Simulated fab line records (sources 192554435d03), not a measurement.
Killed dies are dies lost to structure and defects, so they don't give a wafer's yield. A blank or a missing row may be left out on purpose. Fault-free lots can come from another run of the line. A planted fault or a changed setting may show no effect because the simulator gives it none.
Lot-split experiment ; flow n5-finfet ; route with 1938 steps; 7 lots, 21 wafers read

== ABOUT THE SPLIT ==
At N5_HKMG_FIN_ETCH_58 (etches SOC in N2/H2, target depth 215.8 nm, time 741 s), the setting source-w was moved away from the recipe's 875 W on 4 of the 21 wafers read, by -11.4% to +17.6%. The other wafers ran this setting at the recipe's value.

The reading is taken at the split's own step.

== THE READING ==
rf-vpp-V, in V, at N5_HKMG_FIN_ETCH_58 (etches SOC in N2/H2, target depth 215.8 nm, time 741 s). On this fab line, fault-free wafers typically give 99.1 V with a standard deviation of 0.95 V.

wafer;tool, chamber at the split;source-w as run, W;against the recipe;rf-vpp-V, V;against lot-mates on the recipe
L079.1;rie-diel-05, 0;875;recipe;99.1;-
L079.2;rie-diel-05, 2;875;recipe;100.2;-
L079.5;rie-diel-05, 0;875;recipe;99.6;-
L088.2;rie-diel-05, 2;875;recipe;99.8;-
L088.4;rie-diel-05, 2;1029;+17.6%;94.4;-5.4
L088.6;rie-diel-05, 1;1029;+17.6%;93.3;-6.5
L090.1;rie-diel-06, 0;775;-11.4%;102.7;+4.5
L090.3;rie-diel-06, 3;875;recipe;98.2;-
L090.5;rie-diel-06, 1;775;-11.4%;103.8;+5.6
L092.1;rie-diel-02, 3;875;recipe;98.8;-
L092.2;rie-diel-02, 0;875;recipe;100.6;-
L092.3;rie-diel-02, 1;875;recipe;99.5;-
L094.1;rie-diel-02, 0;875;recipe;98.9;-
L094.4;rie-diel-02, 1;875;recipe;98.7;-
L094.6;rie-diel-02, 0;875;recipe;98.5;-
L095.1;rie-diel-02, 0;875;recipe;99.3;-
L095.2;rie-diel-02, 3;875;recipe;100.1;-
L095.6;rie-diel-02, 3;875;recipe;99.6;-
L096.1;rie-diel-06, 2;875;recipe;98.4;-
L096.3;rie-diel-06, 1;875;recipe;98.9;-
L096.6;rie-diel-06, 1;875;recipe;97.7;-

THE FIT
A straight line over all 21 wafers: rf-vpp-V changes by -0.319 V for each +1% of source-w; r = -0.94; the points scatter about the line by 0.77 V.
The same after taking each lot's own level away (the mean of its wafers on the recipe; 21 wafers): -0.371 V for each +1%; r = -0.98; scatter 0.57 V.
Per that fit: largest source-w move, reading shift of 6.5 V.
The lots' own levels span 98.20 to 99.80 V, that is 1.7 times the standard deviation above.
In other words, the slope is changed by the lot-to-lot level; the two fits disagree.
Check: -7 V against its lot-mates is what the line predicts for one of the wafers moved furthest among these (+17.6%) when that wafer is left out of the fit. It came out at -5.4 V against them.
Tool readings at the split's step, against how far the setting was moved: rf-vpp-V r = -0.94.

== THE OTHER SPLITS THESE WAFERS WENT THROUGH ==
Note: prior to the reading, these wafers also went through further splits. Each is held against what the fit with the lots' levels taken away leaves over:
other split on the same wafers;wafers away from the commonest value;r with rf-vpp-V (lot level and that fit taken away)
N5_FIN_SAQP_PECVD_48 time-s;8;-0.18
N5_FIN_SAQP_DEVELOP_15 develop-time-s;2;-0.17
N5_FIN_CUT_EXPOSE_05 dose-mj;7;+0.00
N5_STI_FIN_REVEAL_ETCHBACK_08 time-s;8;-0.30
N5_STI_FIN_REVEAL_OXIDATION_31 time-s;7;+0.26
N5_DUMMY_GATE_ETCH_37 source-w;6;-0.34
N5_SDB_COAT_04 spin-rpm;4;+0.43

== THE WHOLE CHAIN: every reading that the file lists as answering this split, in the file's order ==
step;what it does;reading;change (the file's fit);r (the file's)
N5_HKMG_FIN_ETCH_58;etches SOC in N2/H2, target depth 215.8 nm, time 741 s;rf-vpp-V;-0.367 V for each +1% of the setting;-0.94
N5_HKMG_FIN_ETCH_58;etches SOC in N2/H2, target depth 215.8 nm, time 741 s;HKMG_FIN.feature-depth-nm (the simulator's own value, which no gauge read);+1.81 nm for each +1% of the setting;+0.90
N5_HKMG_FIN_ETCH_58;etches SOC in N2/H2, target depth 215.8 nm, time 741 s;SOC_of_HKMG_FIN_COAT_41.thk-nm (the simulator's own value, which no gauge read);-1.83 nm for each +1% of the setting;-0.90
N5_HKMG_FIN_ETCH_58;etches SOC in N2/H2, target depth 215.8 nm, time 741 s;etch.depth-nm (the simulator's own value, which no gauge read);+1.81 nm for each +1% of the setting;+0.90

== FILE'S OWN FIT ==
rf-vpp-V changes by -0.367 V for each +1% of source-w, r = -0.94.
